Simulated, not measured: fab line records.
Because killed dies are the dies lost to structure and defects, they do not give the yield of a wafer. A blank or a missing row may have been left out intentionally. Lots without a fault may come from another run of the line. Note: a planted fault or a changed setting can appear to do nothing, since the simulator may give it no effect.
fab line records	flow n5-finfet
record: lots: 24	wafers: 72	last-day: 21
route steps=1938 shown FIN_SAQP@98
lots that met no fault: taken from a fault-free run of the same line
start-h: the number of hours between the record's first day and the start of the first shown wafer of the lot	wait-h: how many hours have passed since the lot's step before this one	" unchanged from the row above	L1.1+2: several wafers, shown together as one row	- value missing, or start not given	* or withheld: withheld	< > ~ a bound
route shown NAME@n: names a module that has steps shown in the file, with the first one's number in the route	usual: mean and standard deviation over wafers with no fault	same: alike in all rows	chamber/n: place in a boat	sites: readings site by site	_std_site: their standard deviation	_edge_site: outer sites' mean less inner sites'	radius-mm: for every site, how far away it sits from the centre of the wafer	mask NAME#n: copy n	behind: the most recent tool/chamber to have shaped the wafer	hold: the reason the lot was held/the length of the hold in hours/how it ended	device: whichever transistor did not switch (one of n, p or np)	end of line: tests run on the same wafers once the route is complete	for a step that has no rows: nothing shown but its recipe	killed: the dies lost at the first sort to structure and to defects; this is not the yield of the wafer	map: a wafer's dies, x killed, . not, _ none there
set.NAME: the setting as run; set.NAME@STEP: as run at that earlier step	model.NAME: the simulator's own value behind a step, which no gauge read
route steps across a sampled set of lots; one table per step, one row per wafer
services: from which hour (start-h, from the record's first day; less than 0 if before it) a tool's chamber was out of use, for how many hours, and why
== steps ==
step: N5_FIN_SAQP_PECVD_47
recipe: material: a-Si	target-thk-a: 450	temp-c: 400	precursor: SiH4/He	pressure-torr: 3	rf-w: 100	time-s: 36.3
usual: heater-power-w: 850/100	showerhead-plenum-p-Torr: 5.65/0.053	throttle-valve-pct: 18.1/1.2
lot.wafer	tool	chamber	start-h	wait-h	heater-power-w	showerhead-plenum-p-Torr	throttle-valve-pct
L074.3	pecvd-04	1	20.58	0.0	853	5.70	20.3
L074.4	"	0	"	"	926	5.63	17.5
L074.6	"	1	"	"	868	5.70	20.4
L075.1	pecvd-02	1	26.91	0.0	946	5.70	18.6
L075.3	"	0	"	"	766	5.64	17.6
L075.6	"	0	"	"	751	5.63	17.7
L076.1	pecvd-01	0	33.19	0.0	924	5.57	18.9
L076.4	"	1	"	"	1011	5.71	18.6
L076.6	"	0	"	"	916	5.58	18.9
L077.3	pecvd-04	1	39.44	0.1	780	5.70	20.3
L077.5	"	2	"	"	770	5.68	16.4
L077.6	"	1	"	"	776	5.69	20.3
L078.2	pecvd-01	0	45.87	0.0	932	5.58	18.9
L078.4	"	2	"	"	842	5.57	17.4
L078.6	"	0	"	"	912	5.57	19.1
L079.2	pecvd-04	1	50.62	0.0	834	5.69	20.5
L079.3	"	2	"	"	873	5.66	16.7
L079.4	"	0	"	"	1033	5.66	17.9
L080.2	pecvd-01	0	56.93	0.0	824	5.59	19.3
L080.3	"	1	"	"	854	5.74	18.5
L080.5	"	1	"	"	845	5.72	18.5
L081.1	pecvd-01	1	64.89	0.0	942	5.73	18.7
L081.2	"	0	"	"	873	5.58	19.0
L081.5	"	0	"	"	866	5.59	19.2
L082.2	pecvd-02	0	72.90	0.0	774	5.63	17.8
L082.5	"	1	"	"	946	5.68	18.4
L082.6	"	2	"	"	658	5.63	16.2
L083.2	pecvd-04	0	75.52	0.0	924	5.64	17.6
L083.3	"	2	"	"	727	5.66	16.9
L083.4	"	0	"	"	962	5.64	17.9
L084.2	pecvd-02	2	81.05	0.0	597	5.65	16.2
L084.4	"	2	"	"	599	5.63	16.1
L084.5	"	1	"	"	836	5.71	18.5
L085.1	pecvd-04	2	87.69	0.0	767	5.68	16.9
L085.2	"	0	"	"	1007	5.63	17.8
L085.3	"	1	"	"	750	5.69	20.3
L086.3	pecvd-01	0	92.99	0.1	948	5.58	19.1
L086.4	"	1	"	"	898	5.74	18.8
L086.5	"	0	"	"	917	5.58	19.1
L087.2	pecvd-04	2	99.77	0.0	820	5.67	16.7
L087.3	"	1	"	"	813	5.68	20.3
L087.5	"	0	"	"	959	5.64	17.6
L088.3	pecvd-02	0	104.67	0.0	753	5.62	17.7
L088.5	"	1	"	"	940	5.69	18.6
L088.6	"	2	"	"	654	5.64	16.2
L089.2	pecvd-02	2	111.04	0.0	596	5.64	16.4
L089.4	"	0	"	"	717	5.63	17.5
L089.6	"	2	"	"	601	5.65	16.5
L090.2	pecvd-02	0	117.11	0.0	875	5.64	17.6
L090.4	"	1	"	"	845	5.70	18.7
L090.5	"	2	"	"	623	5.63	16.4
L091.1	pecvd-01	1	122.81	0.0	922	5.72	18.5
L091.2	"	2	"	"	939	5.57	17.3
L091.4	"	2	"	"	930	5.57	17.1
L092.1	pecvd-01	2	129.56	0.0	957	5.58	17.2
L092.4	"	1	"	"	928	5.72	18.4
L092.6	"	2	"	"	928	5.58	17.0
L093.1	pecvd-01	1	135.17	0.0	907	5.72	18.5
L093.5	"	2	"	"	877	5.57	17.0
L093.6	"	0	"	"	805	5.58	19.2
L094.2	pecvd-04	0	145.37	0.0	1013	5.64	17.7
L094.3	"	0	"	"	1021	5.65	17.6
L094.4	"	1	"	"	909	5.71	20.6
L095.2	pecvd-02	0	147.98	0.0	826	5.62	17.8
L095.3	"	2	"	"	649	5.65	16.3
L095.5	"	2	"	"	649	5.63	16.2
L096.2	pecvd-01	2	153.76	0.0	813	5.57	17.0
L096.3	"	0	"	"	903	5.58	19.1
L096.4	"	1	"	"	893	5.74	18.4
L097.1	pecvd-02	2	159.86	0.0	567	5.64	16.5
L097.2	"	1	"	"	893	5.70	18.7
L097.4	"	2	"	"	563	5.64	16.2
step: N5_FIN_SAQP_HM_DEP_72
recipe: material: SiO2	target-thk-a: 120	temp-c: 400	precursor: SiH4/N2O	pressure-torr: 0.75	rf-w: 275	time-s: 7.2
usual: heater-power-w: 810/89	showerhead-plenum-p-Torr: 8.09/0.16
lot.wafer	tool	chamber	start-h	wait-h	heater-power-w	showerhead-plenum-p-Torr
L074.3	pecvd-01	0	20.79	0.0	729	7.89
L074.4	"	2	"	"	888	7.87
L074.6	"	0	"	"	745	7.89
L075.1	pecvd-04	1	27.19	0.0	751	8.20
L075.3	"	0	"	"	956	8.06
L075.6	"	1	"	"	736	8.21
L076.1	pecvd-01	1	33.40	0.0	864	8.31
L076.4	"	0	"	"	901	7.91
L076.6	"	2	"	"	887	7.87
L077.3	pecvd-02	1	39.72	0.1	753	8.22
L077.5	"	1	"	"	731	8.21
L077.6	"	0	"	"	737	8.03
L078.2	pecvd-02	0	46.07	0.0	758	8.04
L078.4	"	1	"	"	778	8.22
L078.6	"	1	"	"	767	8.23
L079.2	pecvd-01	1	50.82	0.0	920	8.30
L079.3	"	0	"	"	827	7.92
L079.4	"	0	"	"	829	7.90
L080.2	pecvd-01	1	57.13	0.0	927	8.32
L080.3	"	2	"	"	878	7.87
L080.5	"	2	"	"	868	7.89
L081.1	pecvd-04	1	65.09	0.0	691	8.21
L081.2	"	2	"	"	707	8.15
L081.5	"	1	"	"	685	8.21
L082.2	pecvd-04	1	73.11	0.0	773	8.23
L082.5	"	0	"	"	940	8.07
L082.6	"	1	"	"	766	8.20
L083.2	pecvd-04	2	75.73	0.0	742	8.17
L083.3	"	0	"	"	949	8.07
L083.4	"	0	"	"	946	8.05
L084.2	pecvd-01	0	81.26	0.0	738	7.92
L084.4	"	0	"	"	766	7.91
L084.5	"	1	"	"	941	8.29
L085.1	pecvd-01	0	87.89	0.0	828	7.91
L085.2	"	1	"	"	875	8.29
L085.3	"	1	"	"	874	8.29
L086.3	pecvd-02	1	93.27	0.1	804	8.24
L086.4	"	2	"	"	577	8.06
L086.5	"	1	"	"	808	8.21
L087.2	pecvd-02	0	99.97	0.0	690	8.04
L087.3	"	2	"	"	590	8.06
L087.5	"	2	"	"	581	8.04
L088.3	pecvd-01	1	104.90	0.1	807	8.33
L088.5	"	1	"	"	837	8.30
L088.6	"	2	"	"	814	7.87
L089.2	pecvd-01	2	111.25	0.0	762	7.91
L089.4	"	1	"	"	890	8.31
L089.6	"	1	"	"	931	8.30
L090.2	pecvd-01	1	117.31	0.0	930	8.30
L090.4	"	2	"	"	797	7.90
L090.5	"	2	"	"	765	7.89
L091.1	pecvd-01	1	123.09	0.0	875	8.30
L091.2	"	2	"	"	859	7.91
L091.4	"	1	"	"	890	8.29
L092.1	pecvd-01	2	129.77	0.0	750	7.90
L092.4	"	2	"	"	769	7.89
L092.6	"	0	"	"	806	7.92
L093.1	pecvd-02	2	135.37	0.0	563	8.07
L093.5	"	2	"	"	554	8.05
L093.6	"	1	"	"	889	8.23
L094.2	pecvd-01	2	145.65	0.0	781	7.89
L094.3	"	1	"	"	795	8.29
L094.4	"	2	"	"	776	7.89
L095.2	pecvd-04	0	148.19	0.0	906	8.09
L095.3	"	2	"	"	788	8.16
L095.5	"	2	"	"	782	8.15
L096.2	pecvd-01	2	153.97	0.0	844	7.89
L096.3	"	0	"	"	826	7.89
L096.4	"	2	"	"	808	7.89
L097.1	pecvd-01	1	160.06	0.0	942	8.28
L097.2	"	2	"	"	798	7.89
L097.4	"	1	"	"	937	8.30
step: N5_FIN_SAQP_OVL_MEAS_17
recipe: points-per-wafer: 44
usual: FIN_CORE_OVL: 0.1/0.73
lot.wafer	tool	chamber	start-h	wait-h	FIN_CORE_OVL[nm]
L074.3	overlay-02	0	21.15	0.0	-1.2
L074.4	"	0	"	"	0.7
L074.6	"	0	"	"	0.5
L075.1	overlay-01	0	27.67	0.0	-0.5
L075.3	"	0	"	"	0.9
L075.6	"	0	"	"	1.2
L076.1	overlay-02	0	33.88	0.0	-0.2
L076.4	"	0	"	"	-0.4
L076.6	"	0	"	"	1.1
L077.3	overlay-02	0	40.09	0.0	0.6
L077.5	"	0	"	"	0.4
L077.6	"	0	"	"	-0.1
L078.2	overlay-02	0	46.58	0.0	0.1
L078.4	"	0	"	"	1.1
L078.6	"	0	"	"	1.0
L079.2	overlay-02	0	51.31	0.0	-0.3
L079.3	"	0	"	"	-1.7
L079.4	"	0	"	"	-0.5
L080.2	overlay-02	0	57.49	0.0	0.4
L080.3	"	0	"	"	-0.7
L080.5	"	0	"	"	-0.4
L081.1	overlay-01	0	65.60	0.0	0.4
L081.2	"	0	"	"	0.1
L081.5	"	0	"	"	-0.3
L082.2	overlay-02	0	73.59	0.0	-0.5
L082.5	"	0	"	"	-0.8
L082.6	"	0	"	"	0.1
L083.2	overlay-02	0	76.21	0.0	-1.2
L083.3	"	0	"	"	-1.1
L083.4	"	0	"	"	-1.0
L084.2	overlay-01	0	81.66	0.0	-1.0
L084.4	"	0	"	"	-0.9
L084.5	"	0	"	"	0.2
L085.1	overlay-02	0	88.40	0.0	-0.7
L085.2	"	0	"	"	0.0
L085.3	"	0	"	"	-0.6
L086.3	overlay-01	0	93.76	0.0	-1.1
L086.4	"	0	"	"	-0.4
L086.5	"	0	"	"	0.7
L087.2	overlay-01	0	100.46	0.0	0.9
L087.3	"	0	"	"	-0.1
L087.5	"	0	"	"	0.8
L088.3	overlay-01	0	105.39	0.0	0.3
L088.5	"	0	"	"	1.1
L088.6	"	0	"	"	-0.2
L089.2	overlay-01	0	111.63	0.0	-0.3
L089.4	"	0	"	"	-1.1
L089.6	"	0	"	"	0.3
L090.2	overlay-01	0	117.70	0.0	0.0
L090.4	"	0	"	"	0.0
L090.5	"	0	"	"	0.9
L091.1	overlay-02	0	123.47	0.0	-0.6
L091.2	"	0	"	"	-0.5
L091.4	"	0	"	"	0.3
L092.1	overlay-01	0	130.25	0.0	0.5
L092.4	"	0	"	"	0.8
L092.6	"	0	"	"	0.9
L093.1	overlay-01	0	135.86	0.0	1.7
L093.5	"	0	"	"	-1.1
L093.6	"	0	"	"	1.0
L094.2	overlay-01	0	146.01	0.0	-0.7
L094.3	"	0	"	"	-0.5
L094.4	"	0	"	"	0.1
L095.2	overlay-01	0	148.67	0.0	1.5
L095.3	"	0	"	"	0.3
L095.5	"	0	"	"	0.6
L096.2	overlay-01	0	154.45	0.0	0.1
L096.3	"	0	"	"	-0.2
L096.4	"	0	"	"	0.2
L097.1	overlay-01	0	160.46	0.1	0.0
L097.2	"	0	"	"	0.5
L097.4	"	0	"	"	0.2
step: N5_FIN_SAQP_ETCH_67
recipe: chemistry: CH3F/O2	target: SiNx	target-depth-a: 300	mask-material: SOC	pressure-mtorr: 30	source-w: 395	bias-w: 73	Ar_flow_sccm: 150	CH3F_flow_sccm: 30	O2_flow_sccm: 20	ion-energy-ev: 120
usual: O2_flow_sccm: 19.99/0.059	chamber-pressure-mTorr: 29.999/0.028	drypump-motor-current-A: 5.6/0.55	oes-product-au: 0.78/0.084	rf-vpp-V: 299/8.8	showerhead-plenum-p-Torr: 2.01/0.049	throttle-valve-pct: 16.20/0.2
lot.wafer	tool	chamber	start-h	wait-h	O2_flow_sccm	chamber-pressure-mTorr	drypump-motor-current-A	oes-product-au	rf-hours-counter-h	rf-vpp-V	showerhead-plenum-p-Torr	throttle-valve-pct
L074.3	rie-diel-05	2	24.94	0.0	19.90	30.043	5.4	0.81	105	303	2.04	16.07
L074.4	"	2	"	"	19.96	30.007	5.4	0.79	-	303	2.04	16.06
L074.6	"	3	"	"	19.93	29.989	5.2	0.67	-	307	1.97	16.45
L075.1	rie-diel-01	1	31.05	0.0	20.02	30.021	5.0	0.77	117	303	2.10	16.24
L075.3	"	0	"	"	19.98	30.007	5.5	0.75	147	307	2.02	16.42
L075.6	"	3	"	"	20.11	30.020	5.6	0.92	-	286	1.96	15.84
L076.1	rie-diel-04	3	37.15	0.0	19.94	29.974	6.6	0.74	164	285	2.07	16.11
L076.4	"	3	"	"	19.99	30.006	6.5	0.75	-	284	2.07	16.09
L076.6	"	2	"	"	20.03	30.016	4.9	0.78	-	307	2.03	15.95
L077.3	rie-diel-01	2	43.97	0.0	20.03	29.972	5.2	0.74	192	297	1.92	16.25
L077.5	"	0	"	"	19.87	30.046	5.5	0.75	-	305	2.02	16.44
L077.6	"	3	"	"	20.10	30.035	5.6	0.92	-	287	1.96	15.86
L078.2	rie-diel-04	3	50.80	0.0	19.93	30.025	6.6	0.75	171	283	2.06	16.12
L078.4	"	0	"	"	19.95	30.046	5.7	0.71	-	300	2.01	16.37
L078.6	"	3	"	"	19.98	30.003	6.6	0.75	-	283	2.06	16.11
L079.2	rie-diel-04	0	55.21	0.0	19.88	29.949	5.7	0.71	195	300	2.01	16.36
L079.3	"	3	"	"	19.97	29.991	6.6	0.73	173	283	2.06	16.09
L079.4	"	2	"	"	19.97	29.979	4.9	0.77	-	308	2.02	15.97
L080.2	rie-diel-05	1	64.27	0.0	20.07	29.948	6.4	0.93	5	286	1.97	15.91
L080.3	"	3	"	"	19.97	29.989	5.2	0.67	240	307	1.97	16.50
L080.5	"	0	"	"	19.97	29.996	5.3	0.82	-	298	2.03	16.16
L081.1	rie-diel-05	1	72.30	0.0	19.98	29.992	6.4	0.92	8	286	1.97	15.93
L081.2	"	0	"	"	20.03	29.971	5.3	0.81	76	297	2.02	16.19
L081.5	"	0	"	"	20.01	30.030	5.2	0.82	-	297	2.02	16.19
L082.2	rie-diel-01	0	77.42	0.0	20.06	30.009	5.5	0.74	163	306	2.01	16.45
L082.5	"	1	"	"	19.96	29.986	5.0	0.76	-	301	2.10	16.30
L082.6	"	2	"	"	20.11	30.055	5.2	0.72	-	298	1.92	16.27
L083.2	rie-diel-04	0	79.23	0.0	19.99	29.962	5.7	0.71	203	299	2.01	16.39
L083.3	"	3	"	"	20.01	30.015	6.5	0.74	181	283	2.06	16.13
L083.4	"	1	"	"	19.92	29.995	6.3	0.97	6	311	2.05	16.32
L084.2	rie-diel-01	0	84.63	0.0	20.04	30.052	5.5	0.74	165	305	2.01	16.48
L084.4	"	2	"	"	19.85	29.991	5.2	0.71	207	297	1.92	16.29
L084.5	"	3	"	"	19.99	30.000	5.6	0.88	-	286	1.95	15.89
L085.1	rie-diel-04	3	91.47	0.0	20.09	30.005	6.6	0.73	184	283	2.06	16.13
L085.2	"	1	"	"	19.94	29.952	6.4	0.95	9	309	2.05	16.31
L085.3	"	0	"	"	19.86	29.917	5.7	0.71	205	300	2.00	16.37
L086.3	rie-diel-01	1	96.92	0.0	19.97	29.935	5.0	0.76	139	303	2.10	16.30
L086.4	"	3	"	"	20.10	29.967	5.6	0.87	36	287	1.95	15.87
L086.5	"	0	"	"	20.03	30.023	5.5	0.74	-	305	2.01	16.46
L087.2	rie-diel-05	1	103.30	0.0	19.95	30.047	6.4	0.90	15	287	1.97	15.94
L087.3	"	0	"	"	20.01	29.980	5.2	0.81	83	298	2.02	16.18
L087.5	"	3	"	"	19.97	29.989	5.2	0.66	-	307	1.97	16.51
L088.3	rie-diel-04	0	108.62	0.0	19.98	30.033	5.7	0.70	209	298	2.00	16.40
L088.5	"	0	"	"	20.02	30.038	5.8	0.70	-	298	2.00	16.41
L088.6	"	1	"	"	19.98	29.988	6.4	0.95	-	309	2.05	16.32
L089.2	rie-diel-01	0	114.47	0.0	20.07	30.032	5.5	0.74	173	305	2.01	16.46
L089.4	"	2	"	"	19.89	30.035	5.2	0.71	214	296	1.91	16.30
L089.6	"	1	"	"	19.98	29.972	5.1	0.75	-	302	2.09	16.28
L090.2	rie-diel-04	0	120.54	0.0	20.04	29.983	5.7	0.70	212	299	2.00	16.39
L090.4	"	1	"	"	20.03	30.015	6.3	0.94	15	309	2.05	16.32
L090.5	"	3	"	"	20.05	30.016	6.6	0.72	-	283	2.06	16.13
L091.1	rie-diel-05	3	127.21	0.0	20.09	30.005	5.2	1.00	2	307	1.97	16.03
L091.2	"	1	"	"	19.96	30.021	6.4	0.89	18	287	1.97	15.95
L091.4	"	0	"	"	19.97	29.998	5.3	0.81	86	297	2.02	16.19
L092.1	rie-diel-04	2	133.11	0.0	19.95	30.005	4.9	0.75	128	308	2.01	16.02
L092.4	"	2	"	"	19.88	30.040	4.9	0.75	-	308	2.01	16.01
L092.6	"	3	"	"	20.10	30.023	6.6	0.72	-	283	2.06	16.14
L093.1	rie-diel-05	1	138.84	0.0	19.93	30.009	6.4	0.88	22	286	1.97	15.95
L093.5	"	0	"	"	20.06	29.979	5.3	0.80	-	299	2.02	16.19
L093.6	"	3	"	"	19.93	29.997	5.2	0.96	-	307	1.97	16.04
L094.2	rie-diel-01	1	149.22	0.0	20.04	29.981	5.0	0.74	149	303	2.09	16.31
L094.3	"	3	"	"	20.02	30.003	5.6	0.85	49	286	1.95	15.90
L094.4	"	0	"	"	19.98	30.008	5.5	0.72	181	304	2.01	16.49
L095.2	rie-diel-04	1	152.16	0.0	20.04	29.988	6.4	0.90	24	309	2.05	16.34
L095.3	"	0	"	"	20.01	30.009	5.8	0.68	217	299	2.00	16.41
L095.5	"	3	"	"	19.99	30.070	6.5	0.72	-	283	2.05	16.14
L096.2	rie-diel-01	2	158.09	0.0	19.97	29.947	5.2	0.70	223	298	1.91	16.31
L096.3	"	3	"	"	20.01	29.970	5.6	0.86	51	287	1.95	15.93
L096.4	"	0	"	"	20.07	29.993	5.5	0.72	183	305	2.01	16.49
L097.1	rie-diel-04	2	163.77	0.0	19.92	30.029	4.9	0.73	135	307	2.01	16.01
L097.2	"	0	"	"	19.96	30.038	5.8	0.69	220	299	2.00	16.43
L097.4	"	3	"	"	20.02	30.033	6.6	0.71	203	282	2.05	16.14
step: N5_FIN_SAQP_STRIP_70
recipe: chemistry: N2/H2	power-w: 500	temp-c: 40	pressure-mtorr: 50	rf-frequency-hz: 6e+07	overash-fraction: 0.3	bias-power-w: 28	h2-frac: 0.5	n2-flow-sccm: 300	h2-flow-sccm: 300
usual: chamber-pressure-mTorr: 50.00/0.047	drypump-motor-current-A: 5.6/0.55	oes-product-au: 0.78/0.086	rf-vpp-V: 122.0/1	showerhead-plenum-p-Torr: 3.37/0.097	throttle-valve-pct: 18.6/0.37
lot.wafer	tool	chamber	start-h	wait-h	chamber-pressure-mTorr	drypump-motor-current-A	oes-product-au	rf-hours-counter-h	rf-vpp-V	showerhead-plenum-p-Torr	throttle-valve-pct
L074.3	rie-diel-05	2	24.98	0.0	50.00	5.4	0.79	105	120.9	3.37	18.4
L074.4	"	2	"	"	50.02	5.4	0.80	-	121.5	3.37	18.4
L074.6	"	3	"	"	50.02	5.3	0.66	-	122.2	3.31	19.2
L075.1	rie-diel-01	1	31.09	0.0	50.05	5.1	0.78	117	123.6	3.57	19.3
L075.3	"	0	"	"	50.08	5.5	0.76	148	121.1	3.37	18.7
L075.6	"	3	"	"	50.03	5.7	0.92	-	120.9	3.32	18.3
L076.1	rie-diel-04	3	37.19	0.0	50.00	6.6	0.76	164	122.3	3.47	18.6
L076.4	"	3	"	"	50.00	6.6	0.75	-	122.5	3.47	18.6
L076.6	"	2	"	"	50.06	4.9	0.79	-	120.5	3.40	18.2
L077.3	rie-diel-01	2	44.01	0.0	49.96	5.2	0.71	192	119.7	3.19	18.2
L077.5	"	0	"	"	49.94	5.5	0.76	-	123.1	3.36	18.7
L077.6	"	3	"	"	50.02	5.6	0.91	-	121.9	3.32	18.3
L078.2	rie-diel-04	3	50.84	0.0	50.00	6.5	0.74	171	121.8	3.47	18.6
L078.4	"	0	"	"	50.00	5.7	0.69	-	122.1	3.30	18.5
L078.6	"	3	"	"	49.93	6.5	0.75	-	122.6	3.47	18.6
L079.2	rie-diel-04	0	55.25	0.0	49.99	5.8	0.70	195	121.4	3.30	18.5
L079.3	"	3	"	"	50.01	6.5	0.75	173	123.0	3.47	18.7
L079.4	"	2	"	"	50.03	4.9	0.78	-	121.1	3.39	18.3
L080.2	rie-diel-05	1	64.31	0.0	50.02	6.4	0.96	5	121.1	3.31	18.3
L080.3	"	3	"	"	49.93	5.2	0.66	240	121.0	3.31	19.3
L080.5	"	0	"	"	49.97	5.2	0.85	-	122.5	3.39	18.3
L081.1	rie-diel-05	1	72.34	0.0	49.99	6.4	0.95	8	121.9	3.31	18.3
L081.2	"	0	"	"	49.94	5.3	0.82	76	121.9	3.39	18.4
L081.5	"	0	"	"	50.00	5.3	0.83	-	121.3	3.39	18.3
L082.2	rie-diel-01	0	77.46	0.0	49.98	5.5	0.75	163	122.3	3.36	18.7
L082.5	"	1	"	"	50.01	5.1	0.76	-	122.7	3.56	19.4
L082.6	"	2	"	"	50.06	5.3	0.69	-	121.5	3.19	18.3
L083.2	rie-diel-04	0	79.27	0.0	49.99	5.7	0.70	203	121.6	3.30	18.5
L083.3	"	3	"	"	49.93	6.6	0.73	181	123.2	3.46	18.7
L083.4	"	1	"	"	49.93	6.4	0.95	6	122.2	3.46	19.0
L084.2	rie-diel-01	0	84.67	0.0	49.95	5.5	0.75	165	120.6	3.36	18.7
L084.4	"	2	"	"	50.02	5.3	0.69	207	121.5	3.19	18.2
L084.5	"	3	"	"	49.89	5.7	0.88	-	120.9	3.31	18.4
L085.1	rie-diel-04	3	91.51	0.0	49.97	6.6	0.74	184	122.2	3.46	18.7
L085.2	"	1	"	"	50.03	6.4	0.94	9	123.4	3.45	19.0
L085.3	"	0	"	"	49.94	5.7	0.69	205	122.2	3.29	18.5
L086.3	rie-diel-01	1	96.96	0.0	49.94	5.0	0.76	139	122.7	3.56	19.4
L086.4	"	3	"	"	49.98	5.7	0.89	36	122.0	3.31	18.4
L086.5	"	0	"	"	49.99	5.5	0.76	-	121.9	3.36	18.7
L087.2	rie-diel-05	1	103.34	0.0	50.04	6.4	0.92	15	120.7	3.30	18.3
L087.3	"	0	"	"	50.07	5.3	0.82	83	120.5	3.39	18.4
L087.5	"	3	"	"	49.93	5.2	0.66	-	122.7	3.30	19.3
L088.3	rie-diel-04	0	108.66	0.0	50.01	5.7	0.69	209	122.2	3.29	18.5
L088.5	"	0	"	"	50.05	5.8	0.68	-	120.1	3.29	18.5
L088.6	"	1	"	"	49.91	6.4	0.93	-	120.7	3.45	19.0
L089.2	rie-diel-01	0	114.51	0.0	49.97	5.5	0.75	173	122.5	3.35	18.8
L089.4	"	2	"	"	49.97	5.2	0.69	214	122.3	3.18	18.3
L089.6	"	1	"	"	50.01	5.1	0.75	-	122.2	3.56	19.4
L090.2	rie-diel-04	0	120.58	0.0	50.01	5.8	0.68	212	122.3	3.29	18.5
L090.4	"	1	"	"	50.00	6.4	0.92	15	122.5	3.45	19.0
L090.5	"	3	"	"	49.98	6.6	0.72	-	123.5	3.46	18.6
L091.1	rie-diel-05	3	127.25	0.0	49.94	5.2	0.99	2	121.9	3.30	18.8
L091.2	"	1	"	"	49.93	6.4	0.92	18	122.6	3.30	18.3
L091.4	"	0	"	"	50.05	5.3	0.82	86	121.7	3.39	18.4
L092.1	rie-diel-04	2	133.15	0.0	49.96	4.9	0.75	128	122.0	3.38	18.3
L092.4	"	2	"	"	50.00	4.9	0.75	-	123.1	3.38	18.3
L092.6	"	3	"	"	49.98	6.6	0.72	-	123.2	3.45	18.7
L093.1	rie-diel-05	1	138.88	0.0	50.05	6.4	0.90	22	120.8	3.30	18.3
L093.5	"	0	"	"	49.93	5.3	0.82	-	121.2	3.38	18.4
L093.6	"	3	"	"	49.96	5.3	0.96	-	122.4	3.30	18.9
L094.2	rie-diel-01	1	149.26	0.0	50.01	5.1	0.75	149	121.9	3.55	19.4
L094.3	"	3	"	"	50.07	5.6	0.87	49	121.0	3.30	18.4
L094.4	"	0	"	"	50.06	5.5	0.73	181	122.0	3.35	18.7
L095.2	rie-diel-04	1	152.20	0.0	50.05	6.4	0.91	24	123.9	3.45	19.0
L095.3	"	0	"	"	50.03	5.8	0.68	217	121.3	3.29	18.5
L095.5	"	3	"	"	50.03	6.6	0.72	-	122.5	3.45	18.7
L096.2	rie-diel-01	2	158.13	0.0	49.91	5.3	0.68	223	120.0	3.18	18.3
L096.3	"	3	"	"	49.98	5.6	0.86	51	120.5	3.30	18.4
L096.4	"	0	"	"	50.01	5.5	0.73	183	120.9	3.35	18.8
L097.1	rie-diel-04	2	163.81	0.0	49.97	4.9	0.75	135	122.3	3.38	18.3
L097.2	"	0	"	"	50.08	5.7	0.68	220	122.6	3.29	18.5
L097.4	"	3	"	"	49.95	6.6	0.72	203	123.7	3.45	18.7
step: N5_FIN_SAQP_CD_MEAS_37
recipe: target-cd-nm: 8	polarity: line
usual: cd-nm: 8.2/0.31
lot.wafer	tool	chamber	start-h	wait-h	cd-nm
L074.3	cd-sem-03	-	26.27	0.1	7.9
L074.4	"	-	"	"	8.0
L074.6	"	-	"	"	7.4
L075.1	cd-sem-02	-	32.30	0.1	7.9
L075.3	"	-	"	"	8.3
L075.6	"	-	"	"	8.4
L076.1	cd-sem-03	-	38.49	0.1	7.8
L076.4	"	-	"	"	8.3
L076.6	"	-	"	"	8.0
L077.3	cd-sem-02	-	45.45	0.1	8.9
L077.5	"	-	"	"	7.9
L077.6	"	-	"	"	8.2
L078.2	cd-sem-02	-	52.10	0.1	8.3
L078.4	"	-	"	"	8.7
L078.6	"	-	"	"	7.6
L079.2	cd-sem-03	-	56.51	0.1	7.8
L079.3	"	-	"	"	7.9
L079.4	"	-	"	"	8.3
L080.2	cd-sem-01	-	67.81	0.1	8.5
L080.3	"	-	"	"	8.3
L080.5	"	-	"	"	8.0
L081.1	cd-sem-03	-	75.75	0.1	8.1
L081.2	"	-	"	"	8.0
L081.5	"	-	"	"	8.2
L082.2	cd-sem-02	-	78.89	0.1	8.3
L082.5	"	-	"	"	8.5
L082.6	"	-	"	"	8.5
L083.2	cd-sem-02	-	80.72	0.1	8.0
L083.3	"	-	"	"	8.0
L083.4	"	-	"	"	8.4
L084.2	cd-sem-02	-	86.19	0.1	7.9
L084.4	"	-	"	"	8.1
L084.5	"	-	"	"	7.9
L085.1	cd-sem-03	-	92.69	0.1	8.5
L085.2	"	-	"	"	7.7
L085.3	"	-	"	"	8.1
L086.3	cd-sem-03	-	99.13	0.1	8.1
L086.4	"	-	"	"	8.4
L086.5	"	-	"	"	8.1
L087.2	cd-sem-02	-	104.52	0.1	8.0
L087.3	"	-	"	"	8.3
L087.5	"	-	"	"	8.0
L088.3	cd-sem-03	-	109.88	0.1	8.5
L088.5	"	-	"	"	8.1
L088.6	"	-	"	"	8.2
L089.2	cd-sem-02	-	115.70	0.1	7.9
L089.4	"	-	"	"	8.4
L089.6	"	-	"	"	8.4
L090.2	cd-sem-01	-	121.76	0.1	8.1
L090.4	"	-	"	"	8.0
L090.5	"	-	"	"	8.3
L091.1	cd-sem-02	-	128.43	0.1	8.4
L091.2	"	-	"	"	8.7
L091.4	"	-	"	"	8.8
L092.1	cd-sem-02	-	134.33	0.1	7.7
L092.4	"	-	"	"	8.2
L092.6	"	-	"	"	8.3
L093.1	cd-sem-01	-	140.06	0.1	8.2
L093.5	"	-	"	"	8.7
L093.6	"	-	"	"	8.2
L094.2	cd-sem-01	-	151.02	0.1	8.1
L094.3	"	-	"	"	7.6
L094.4	"	-	"	"	7.8
L095.2	cd-sem-03	-	153.89	0.1	8.4
L095.3	"	-	"	"	7.9
L095.5	"	-	"	"	8.2
L096.2	cd-sem-01	-	159.43	0.1	8.2
L096.3	"	-	"	"	8.4
L096.4	"	-	"	"	8.7
L097.1	cd-sem-01	-	165.16	0.1	8.8
L097.2	"	-	"	"	8.1
L097.4	"	-	"	"	8.6
== services ==
tool	chamber	start-h	hours	kind
rie-diel-04	-	-2.11	13.1	repair
pecvd-02	1	3.08	2.1	scheduled-down
pecvd-04	1	5.47	4.1	repair
pecvd-02	2	21.12	-	clean
pecvd-02	2	21.12	-	consumable-replace:showerhead
pecvd-01	-	25.99	4.0	repair
rie-diel-05	2	27.33	21.1	repair
rie-diel-05	1	30.14	9.1	repair
pecvd-04	0	35.93	7.1	repair
rie-diel-04	1	39.67	-	clean
rie-diel-04	1	39.67	-	consumable-replace:focus-ring
rie-diel-04	1	39.67	17.4	scheduled-down
rie-diel-04	1	39.67	17.4	vent-cycle
rie-diel-05	-	48.53	14.6	pm
pecvd-04	-	60.31	0.6	repair
pecvd-02	-	82.07	9.8	repair
pecvd-01	0	99.05	20.3	repair
rie-diel-01	1	110.94	3.2	repair
pecvd-01	0	119.40	5.5	scheduled-down
rie-diel-01	-	123.84	1.0	repair
pecvd-04	-	127.98	6.0	pm
rie-diel-04	0	130.04	8.7	repair
pecvd-04	2	142.11	4.0	repair
rie-diel-01	-	147.93	0.5	repair
== key ==
fault none
